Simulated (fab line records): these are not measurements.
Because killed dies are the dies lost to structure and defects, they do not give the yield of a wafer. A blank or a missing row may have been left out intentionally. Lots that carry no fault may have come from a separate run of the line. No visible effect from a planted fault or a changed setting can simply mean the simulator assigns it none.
A lot that was struck, set against a sound lot / flow n5 finfet / 35 out of 1938 route steps
Sound: the wafers L772.2, L772.3, L772.5. Struck: wafer L763.6. The cause is named last.
Per side, at each step with rows, come the tool, then ch with its chambers, and then its first start. Under that, the readings that differ: sound wafers / struck wafers / difference of the means / sigmas: that difference in standard deviations of wafers without a fault.
alike: a reading whose means differ by less than 2 such deviations, as well as words and numbers matching on both sides. not compared: withheld readings; readings where some wafer has no value; bounds like >300 that might hide an equal value; numbers whose values overlap and for which the record gives no deviation.
The two part at a step that has a row with sigmas, a row that says differs or no value, or rows on one side only. Numbers that don't overlap but have no deviation are shown without sigmas and don't part them. A reading missing from all wafers of one side parts the sides only when that side holds two or more wafers.

first, 9 steps without rows for these wafers: N5_BEOL_M14_EXPOSE_07 (exposes mask V13); N5_BEOL_M14_PEB_08 (peb time 90 s); N5_BEOL_M14_DEVELOP_09 (develop time 45 s); N5_BEOL_M14_HARDBAKE_14 (time 120 s); N5_BEOL_M14_DESCUM_15 (chemistry O2, time 7.9 s); N5_BEOL_M14_ETCH_59 (etches BARC in N2/H2, target depth 89 nm, overetch 26.7 nm, time 67.9 s); N5_BEOL_M14_VIA_ETCH_16 (etches SiO2 in C4F8/O2/Ar, target depth 1231.3 nm); N5_BEOL_M14_STRIP_63 (strips in O2); N5_BEOL_M14_STRIP_64 (strips in O2).
N5_BEOL_M14_STRIP_71: strips in post etch residue remover, time 60 s.
  sound on wet bench-01 ch 0,3,7, day 17 07:11; struck on wet bench-05 ch 1, day 15 09:49
then, 24 steps without rows for these wafers: N5_BEOL_M14_SRD_72 (time 30 s, dry time 30 s); N5_BEOL_M14_COAT_65 (time 60 s, resist thk 450 nm); N5_BEOL_M14_COAT_66 (time 60 s, resist thk 110 nm); N5_BEOL_M14_COAT_22 (resist thk 300 nm); N5_BEOL_M14_EBR_24; N5_BEOL_M14_SOFTBAKE_23 (time 60 s); N5_BEOL_M14_EXPOSE_25 (exposes mask M14, target cd 280 nm); N5_BEOL_M14_PEB_26 (peb time 90 s); N5_BEOL_M14_DEVELOP_27 (develop time 45 s); N5_BEOL_M14_HARDBAKE_32 (time 120 s); N5_BEOL_M14_DESCUM_33 (chemistry O2, time 7.9 s); N5_BEOL_M14_ETCH_67 (etches SiARC in CF4, target depth 143 nm, time 238.3 s); N5_BEOL_M14_ETCH_68 (etches SOC in N2/H2, time 450 s); N5_BEOL_M14_STRIP_69 (strips in N2/H2); N5_BEOL_M14_TRENCH_ETCH_34 (etches SiO2 in C4F8/O2/Ar, target depth 556.65 nm, time 126.9 s); N5_BEOL_M14_STRIP_70 (strips in C4F8/O2/Ar); N5_BEOL_M14_STRIP_37 (strips in O2); N5_BEOL_M14_ETCH_38 (etches SiCN in CF4/N2, target depth 106.5 nm, time 120.6 s); N5_BEOL_M14_PRECLEAN_39 (cleans in residue remover, time 60 s); N5_BEOL_M14_SRD_40 (time 30 s, dry time 30 s); N5_BEOL_M14_DEGAS_41 (time 60 s); N5_BEOL_M14_PRE_CLEAN_42 (time 30 s); N5_BEOL_M14_SPUTTER_43 (material TaN, target thk 15 nm, time 24.19 s); N5_BEOL_M14_SPUTTER_44 (material Ta, target thk 15 nm, time 24.19 s).
N5_PASSIVATION_PROBE_49:
  sound on prober-01 at day 18 07:31; struck on prober-02 at day 16 16:44
reading=defect limited yield (%); sound=93.1 90.3 90.9; struck=84.2; difference=-7.2; sigmas=-5
reading=killed_at_M4_up; sound=10 14 12; struck=122; difference=+110; sigmas=+20
reading=killed dies; sound=82 114 107; struck=186; difference=+85; sigmas=+5
reading=killed open; sound=60 76 64; struck=39; difference=-28; sigmas=-2
reading=sort_bin_5_function (%); sound=3.3 5.8 5.9; struck=10.4; difference=+5.4; sigmas=+6
reading=sort n pass; sound=1025 1066 1073; struck=994; difference=-61; sigmas=-2
reading=sort yield pct (%); sound=86.9 90.3 90.9; struck=84.2; difference=-5.2; sigmas=-2
  alike: killed_at_M0_to_M3, killed at contacts, killed at front end, killed at other, killed short, sort_bin_4_leakage, sort_bin_6_memory, sort_bin_8_speed

## WHERE THEY PART
Only at N5_PASSIVATION_PROBE_49, within this record.

WHY: what had been put in by the simulator
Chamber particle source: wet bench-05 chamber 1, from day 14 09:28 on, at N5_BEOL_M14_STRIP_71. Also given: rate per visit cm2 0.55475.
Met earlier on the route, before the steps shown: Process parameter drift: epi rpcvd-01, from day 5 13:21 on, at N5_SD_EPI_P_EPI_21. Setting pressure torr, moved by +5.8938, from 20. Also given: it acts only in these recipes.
